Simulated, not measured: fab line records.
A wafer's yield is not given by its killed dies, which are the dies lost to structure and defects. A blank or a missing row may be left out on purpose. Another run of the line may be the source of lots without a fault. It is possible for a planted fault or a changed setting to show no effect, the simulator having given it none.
Comparing a struck lot with a sound one + flow nand harc + 16 out of 1302 route steps
Sound: wafers L256.1, L256.2, L256.3. Struck: wafers L264.3, L264.5. (L264.4 of the same lot was not struck and is left out.) The cause comes at the end.
Each step with rows lists, per side, the tool, then ch with its chambers, then its first start. Under that, the readings that differ: sound wafers + struck wafers + difference of the means + sigmas: that difference in standard deviations of wafers without a fault.
alike: words and numbers the same on both sides, and readings whose means are apart by under 2 such deviations; not compared: readings that were withheld, readings missing a value for some wafer, numbers with overlapping values and no deviation given by the record, and bounds like >300 which may hide the same value.
A row with sigmas, a row that says differs or no value, or rows on one side alone: a step with any of these is where the two part. Numbers that have no deviation but don't overlap get no sigmas and don't part them. A reading missing from all wafers of one side parts the sides only when that side holds two or more wafers.

first, 1 step without rows for these wafers: NHARC_A_DECK1_JOINT_SRD_15.
NHARC_A_DECK1_JOINT_DEP_16: deposits SiO2, target thk 45 nm.
  sound on pecvd-04 ch 0,1,2, day 12 21:46; struck on pecvd-02 ch 1,2, day 16 17:55
  alike: flow sccm, heater power w, susceptor temp C, throttle valve pct
NHARC_A_DECK1_JOINT_THK_MEAS_17: measures by ellipsometry.
  struck on film metro-01, day 16 18:08; sound on film metro-01, day 12 22:02
  alike: thk nm
NHARC_A_DECK1_JOINT_INSPECT_05:
  struck on defect inspect-02, day 16 18:10; sound on defect inspect-02, day 12 22:05
| reading          | sound       | struck  | difference | sigmas |
|------------------|-------------|---------|------------|--------|
| raw defect count | 127 161 288 | 482 476 | +287       | +2     |
following that, 1 step holds no rows for these wafers, namely NHARC_A_ONON_D2_DEP_00 (target thickness 1000 nm).
NHARC_A_ONON_D2_THK_MEAS_02: measures by ellipsometry.
  struck on film metro-01, day 16 18:45; sound on film metro-01, day 12 22:39
  alike: thk nm
following that, 1 step holds no rows for these wafers, namely NHARC_A_ONON_D2_DEP_03 (target thickness 1000 nm).
NHARC_A_ONON_D2_THK_MEAS_05: measures by ellipsometry.
  struck on film metro-01, day 16 19:19; sound on film metro-02, day 12 23:13
  alike: thk nm
following that, 1 step holds no rows for these wafers, namely NHARC_A_ONON_D2_DEP_06 (target thickness 1000 nm).
NHARC_A_ONON_D2_THK_MEAS_08: measures by ellipsometry.
  struck on film metro-01, day 16 19:53; sound on film metro-01, day 12 23:47
| reading     | sound          | struck  | difference | sigmas |
|-------------|----------------|---------|------------|--------|
| thk nm (nm) | 1017 1021 1019 | 981 984 | -36        | -4     |
following that, 1 step holds no rows for these wafers, namely NHARC_A_ONON_D2_DEP_09 (target thickness 1000 nm).
NHARC_A_ONON_D2_THK_MEAS_11: measures by ellipsometry.
  struck on film metro-01, day 16 20:27; sound on film metro-01, day 13 00:21
| reading     | sound          | struck  | difference | sigmas |
|-------------|----------------|---------|------------|--------|
| thk nm (nm) | 1021 1021 1020 | 997 999 | -23        | -2     |
NHARC_A_ONON_D2_DEP_12: target thk 1000 nm.
  sound on pecvd onon-01 ch 0, day 13 00:25; struck on pecvd onon-04 ch 0, day 16 20:37
  alike: susceptor temp C
NHARC_A_ONON_D2_THK_MEAS_14: measures by ellipsometry.
  struck on film metro-01, day 16 21:01; sound on film metro-01, day 13 00:55
| reading     | sound          | struck  | difference | sigmas |
|-------------|----------------|---------|------------|--------|
| thk nm (nm) | 1004 1003 1002 | 617 618 | -386       | -48    |
then, 1 step without rows for these wafers: NHARC_A_ONON_D2_ANNEAL_15 (time 3600 s).
-- jump in the record: it breaks off in module A_ONON_D2 and resumes in module END (first step shown: number 1302 of the route), and 12 days separate the struck wafers' starts before and after --
NHARC_END_SORT_01:
  here the record holds rows for the struck wafers (prober-02 ch 0, day 28 12:41) but none for the sound ones

WHERE THEY PART
Last at NHARC_END_SORT_01 as far as this record goes, first at NHARC_A_DECK1_JOINT_INSPECT_05.

WHY: the cause the simulator had injected
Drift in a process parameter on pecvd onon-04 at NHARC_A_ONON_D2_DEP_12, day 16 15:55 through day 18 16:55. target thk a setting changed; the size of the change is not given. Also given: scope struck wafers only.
